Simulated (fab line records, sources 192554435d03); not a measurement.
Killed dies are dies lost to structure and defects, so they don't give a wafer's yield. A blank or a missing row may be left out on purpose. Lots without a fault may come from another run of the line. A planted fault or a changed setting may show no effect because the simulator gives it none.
Which tool did it? | flow n5_finfet | 12 lots, 34 wafers sampled, at 5 steps of a route of 1938

WHAT THE GAUGES READ, wafer by wafer
The record holds no reading of a measuring or inspecting step that can be judged against a usual standard deviation.

WHICH TOOL RAN EACH LOT (tool, then ch and the chambers of the sampled wafers, then the start)
lot  | N5_BEOL_M6_VIA_ETCH_34             | N5_BEOL_M6_CURE_75            | N5_BEOL_M6_ALD_77                   | N5_BEOL_M6_DEP_56               | N5_PASSIVATION_PROBE_49
L337 | rie_diel-03 ch 2,3, day 9 19:36    | uv_cure-03 ch 2, day 9 20:02  | ald_metal-03 ch 0,2, day 9 20:33    | pecvd-04 ch 0,1, day 9 22:04    | prober-01, day 13 22:49
L339 | rie_diel-01 ch 1,2, day 10 06:36   | uv_cure-02 ch 1, day 10 07:05 | ald_metal-01 ch 0,1, day 10 07:44   | pecvd-04 ch 0,1,2, day 10 10:36 | prober-02, day 14 12:28
L342 | rie_diel-04 ch 1,2,3, day 11 04:35 | uv_cure-01 ch 0, day 11 05:11 | ald_metal-01 ch 0,1,2, day 11 05:51 | pecvd-01 ch 0,1,2, day 11 07:46 | prober-01, day 15 07:40
L340 | rie_diel-03 ch 1,2,3, day 11 04:40 | uv_cure-02 ch 1, day 11 05:06 | ald_metal-03 ch 0,1,3, day 11 05:47 | pecvd-01 ch 0,2, day 11 07:58   | prober-01, day 15 09:11
L341 | rie_diel-03 ch 0,2,3, day 11 06:22 | uv_cure-01 ch 2, day 11 06:48 | ald_metal-02 ch 1,3, day 11 07:21   | pecvd-01 ch 0,1, day 11 10:26   | prober-01, day 15 03:07
L344 | rie_diel-01 ch 0,1,2, day 11 06:25 | uv_cure-02 ch 0, day 11 06:51 | ald_metal-01 ch 0,2, day 11 07:17   | pecvd-04 ch 0,1,2, day 11 10:10 | prober-01, day 15 07:13
L343 | rie_diel-04 ch 0,2, day 11 11:58   | uv_cure-03 ch 1, day 11 12:28 | ald_metal-02 ch 0,1,2, day 11 14:12 | pecvd-03 ch 0,1, day 11 15:36   | prober-01, day 15 03:49
L346 | rie_diel-03 ch 0,2, day 12 03:35   | uv_cure-01 ch 0, day 12 04:02 | ald_metal-01 ch 0,1,2, day 12 04:27 | pecvd-03 ch 0,1, day 12 06:53   | prober-02, day 15 21:25
L345 | rie_diel-01 ch 0,2,3, day 12 15:20 | uv_cure-01 ch 0, day 12 15:47 | ald_metal-01 ch 0,1,3, day 12 18:44 | pecvd-01 ch 0,1, day 12 20:29   | prober-02, day 16 03:04
L351 | rie_diel-01 ch 3, day 14 01:54     | uv_cure-03 ch 0, day 14 02:29 | ald_metal-01 ch 3, day 14 03:26     | pecvd-04 ch 1, day 14 05:46     | prober-02, day 17 13:44
L359 | rie_diel-01 ch 0,1, day 16 02:19   | uv_cure-02 ch 0, day 16 02:52 | ald_metal-03 ch 1,2,3, day 16 03:33 | pecvd-01 ch 0,1,2, day 16 05:14 | prober-01, day 19 11:20
L360 | rie_diel-03 ch 1,2,3, day 16 07:10 | uv_cure-03 ch 0, day 16 07:37 | ald_metal-01 ch 0,2,3, day 16 08:05 | pecvd-04 ch 1,2, day 16 09:35   | prober-01, day 20 12:29
- N5_BEOL_M6_VIA_ETCH_34: etches SiCOH lowk in C4F6/O2, target depth 126.3 nm, time 50.9 s.
- N5_BEOL_M6_CURE_75: cures SiCOH lowk, time 120 s.
- N5_BEOL_M6_ALD_77: deposits TaN, target thk 2 nm, pulse time 2 s, purge time 3 s.
- N5_BEOL_M6_DEP_56: deposits SiCN from 3MS/NH3, target thk 10 nm, time 17.5 s.
- N5_PASSIVATION_PROBE_49

WHAT THE TOOLS THEMSELVES READ (means of the sampled wafers that have a number; where no wafer has one, the mark that the record gives instead)
N5_BEOL_M6_VIA_ETCH_34. Usual: drypump_motor_current_A 5.6 A, standard deviation 0.54; oes_f_703_au 0.81 a.u., standard deviation 0.074; oes_product_au 0.81 a.u., standard deviation 0.077; rf_vpp_V 667 V, standard deviation 6.5; showerhead_plenum_p_Torr 2.89 Torr, standard deviation 0.11; throttle_valve_pct 20.87 %, standard deviation 0.22.
lot  | tool        | drypump_motor_current_A (A) | oes_f_703_au (a.u.) | oes_product_au (a.u.) | rf_vpp_V (V) | showerhead_plenum_p_Torr (Torr) | throttle_valve_pct (%) | flag
L337 | rie_diel-03 | 5.0                         | 0.72                | 0.71                  | 666          | 2.86                            | 21.17                  |
L339 | rie_diel-01 | 5.2                         | 0.87                | 0.88                  | 675          | 3.01                            | 20.84                  |
L342 | rie_diel-04 | 5.8                         | 0.85                | 0.87                  | 665          | 2.96                            | 20.71                  |
L340 | rie_diel-03 | 5.6                         | 0.74                | 0.74                  | 667          | 2.88                            | 21.07                  |
L341 | rie_diel-03 | 5.2                         | 0.78                | 0.78                  | 665          | 2.81                            | 20.94                  |
L344 | rie_diel-01 | 5.4                         | 0.83                | 0.84                  | 672          | 2.96                            | 20.81                  |
L343 | rie_diel-04 | 5.8                         | 0.80                | 0.80                  | 666          | 2.83                            | 20.74                  |
L346 | rie_diel-03 | 5.4                         | 0.85                | 0.85                  | 662          | 2.75                            | 20.73                  |
L345 | rie_diel-01 | 5.8                         | 0.82                | 0.83                  | 664          | 2.88                            | 20.87                  |
L351 | rie_diel-01 | 6.3                         | 0.83                | 0.83                  | 659          | 2.78                            | 21.00                  |
L359 | rie_diel-01 | 5.5                         | 0.76                | 0.77                  | 670          | 2.89                            | 20.86                  |
L360 | rie_diel-03 | 5.5                         | 0.89                | 0.90                  | 670          | 2.97                            | 20.86                  |

N5_BEOL_M6_CURE_75. Usual: lamp_power_pct 52.31 %, standard deviation 0.048; wafer_temp_C_max 371.4, standard deviation 0.45.
lot  | tool       | lamp_power_pct (%) | wafer_temp_C_max | flag
L337 | uv_cure-03 | 52.27              | 371.7            |
L339 | uv_cure-02 | 52.28              | 371.3            |
L342 | uv_cure-01 | 52.33              | 371.0            |
L340 | uv_cure-02 | 52.30              | 371.6            |
L341 | uv_cure-01 | 52.30              | 371.6            |
L344 | uv_cure-02 | 52.27              | 371.0            |
L343 | uv_cure-03 | 52.27              | 371.6            |
L346 | uv_cure-01 | 52.29              | 371.4            |
L345 | uv_cure-01 | 52.29              | 371.1            |
L351 | uv_cure-03 | 52.38              | 371.0            |
L359 | uv_cure-02 | 52.28              | 371.1            |
L360 | uv_cure-03 | 52.31              | 370.8            |

N5_BEOL_M6_ALD_77. Usual: heater_power_w 425 W, standard deviation 39.
lot  | tool         | heater_power_w (W) | flag
L337 | ald_metal-03 | 381                |
L339 | ald_metal-01 | 410                |
L342 | ald_metal-01 | 432                |
L340 | ald_metal-03 | 404                |
L341 | ald_metal-02 | 438                |
L344 | ald_metal-01 | 429                |
L343 | ald_metal-02 | 461                |
L346 | ald_metal-01 | 435                |
L345 | ald_metal-01 | 406                |
L351 | ald_metal-01 | 398                |
L359 | ald_metal-03 | 364                |
L360 | ald_metal-01 | 427                |

N5_BEOL_M6_DEP_56. Usual: showerhead_plenum_p_Torr 3.661 Torr, standard deviation 0.012; throttle_valve_pct 9.2 %, standard deviation 0.6.
lot  | tool     | showerhead_plenum_p_Torr (Torr) | throttle_valve_pct (%) | flag
L337 | pecvd-04 | 3.662                           | 9.0                    |
L339 | pecvd-04 | 3.666                           | 9.1                    |
L342 | pecvd-01 | 3.663                           | 9.4                    |
L340 | pecvd-01 | 3.678                           | 8.8                    |
L341 | pecvd-01 | 3.655                           | 9.7                    |
L344 | pecvd-04 | 3.660                           | 9.1                    |
L343 | pecvd-03 | 3.656                           | 9.1                    |
L346 | pecvd-03 | 3.652                           | 9.1                    |
L345 | pecvd-01 | 3.661                           | 9.9                    |
L351 | pecvd-04 | 3.652                           | 8.3                    |
L359 | pecvd-01 | 3.664                           | 9.4                    |
L360 | pecvd-04 | 3.666                           | 9.1                    |

N5_PASSIVATION_PROBE_49. Usual: killed_at_M0_to_M3 36, standard deviation 11; killed_at_M4_up 14, standard deviation 5.6; killed_at_contacts 11, standard deviation 5.6; killed_at_front_end 40, standard deviation 12; killed_at_other 4, standard deviation 3.2; killed_dies 105, standard deviation 17; killed_open 69, standard deviation 12; killed_short 34, standard deviation 8.4.
lot  | tool      | killed_at_M0_to_M3 | killed_at_M4_up | killed_at_contacts | killed_at_front_end | killed_at_other | killed_dies | killed_open | killed_short | flag
L337 | prober-01 | 40                 | 13              | 7                  | 38                  | 2               | 101         | 73          | 28           |
L339 | prober-02 | 27                 | 12              | 17                 | 31                  | 9               | 96          | 58          | 35           |
L342 | prober-01 | 34                 | 17              | 12                 | 35                  | 2               | 100         | 70          | 28           |
L340 | prober-01 | 27                 | 11              | 10                 | 30                  | 3               | 81          | 52          | 28           |
L341 | prober-01 | 25                 | 8               | 6                  | 41                  | 3               | 83          | 53          | 30           |
L344 | prober-01 | 44                 | 12              | 11                 | 38                  | 6               | 111         | 69          | 41           |
L343 | prober-01 | 26                 | 21              | 17                 | 64                  | 1               | 129         | 83          | 41           |
L346 | prober-02 | 34                 | 11              | 10                 | 35                  | 3               | 93          | 60          | 29           |
L345 | prober-02 | 43                 | 23              | 10                 | 40                  | 4               | 121         | 85          | 34           |
L351 | prober-02 | 25                 | 12              | 10                 | 44                  | 7               | 98          | 63          | 35           |
L359 | prober-01 | 42                 | 12              | 16                 | 53                  | 1               | 124         | 80          | 41           |
L360 | prober-01 | 46                 | 14              | 7                  | 30                  | 5               | 102         | 66          | 34           |

THE ANSWER, worked out from the rows above alone
Rule: a lot is off if the mean of its wafers that have a number lies more than 3 standard deviations from the usual mean. A lot without any number at a reading at which 4 lots or more have one is off too. The other lots that the step has rows for count as sound. The gauges are gone through in route order, then the tools' own readings, and for those a lot's mean is taken as printed above. The first step at which some lot is off is used, and at that step the reading that is off furthest; a lot without a number counts as furthest.
No lot is off at any reading shown: from this, nothing can be told.

WHAT THE SIMULATOR HAD PUT IN
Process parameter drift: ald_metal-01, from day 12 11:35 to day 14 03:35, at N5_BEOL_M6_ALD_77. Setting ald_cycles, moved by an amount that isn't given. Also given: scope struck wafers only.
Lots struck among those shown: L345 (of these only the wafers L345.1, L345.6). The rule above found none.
